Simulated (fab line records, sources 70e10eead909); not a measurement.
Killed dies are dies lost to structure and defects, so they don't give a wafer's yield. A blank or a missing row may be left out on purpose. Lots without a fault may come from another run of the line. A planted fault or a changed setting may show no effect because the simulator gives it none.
Chamber matching | flow nand_harc | NHARC_A_M1_PRE_CLEAN_32 on pecvd-03: 3 sister chambers
The step time 12 s. 3 wafers are shown with their chamber, then 8 later ones without.

WAFERS WITH THEIR CHAMBER
wafer  | chamber | heater_power_w (W)
L084.4 | 0       | 641
L082.6 | 1       | 567
L088.1 | 2       | 567

WAFERS WITHOUT THEIR CHAMBER
wafer  | heater_power_w (W)
L088.2 | 615
L088.5 | 570
L094.1 | 630
L094.2 | 598
L094.3 | 582
L095.2 | 592
L095.3 | 544
L095.6 | 595

WHICH CHAMBER EACH WENT THROUGH
wafer  | from the rows above          | in truth
L088.2 | can't be placed: 0 or 1 or 2 | 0
L088.5 | can't be placed: 1 or 2      | 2
L094.1 | 0                            | 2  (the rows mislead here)
L094.2 | can't be placed: 1 or 2 or 0 | 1
L094.3 | can't be placed: 1 or 2 or 0 | 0
L095.2 | can't be placed: 1 or 2 or 0 | 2
L095.3 | can't be placed: 1 or 2      | 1
L095.6 | can't be placed: 1 or 2 or 0 | 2
Placed correctly: 0 of 8. Can't be placed from these rows: 7 (the true chamber is among the candidates in 7). Placed wrongly: 1.
How it was worked out, from the rows above alone: a wafer's distance from a chamber is the root of the sum, over the readings, of the square of ((its reading less the chamber's mean) divided by the reading's scatter). The wafer belongs to the nearest chamber; if the next one is less than 2 further off, it can't be placed. A chamber's mean is the mean of its shown wafers. The scatter: with one shown wafer a chamber, the root of the mean of the squares of how far each hidden wafer lies from its nearest shown one.
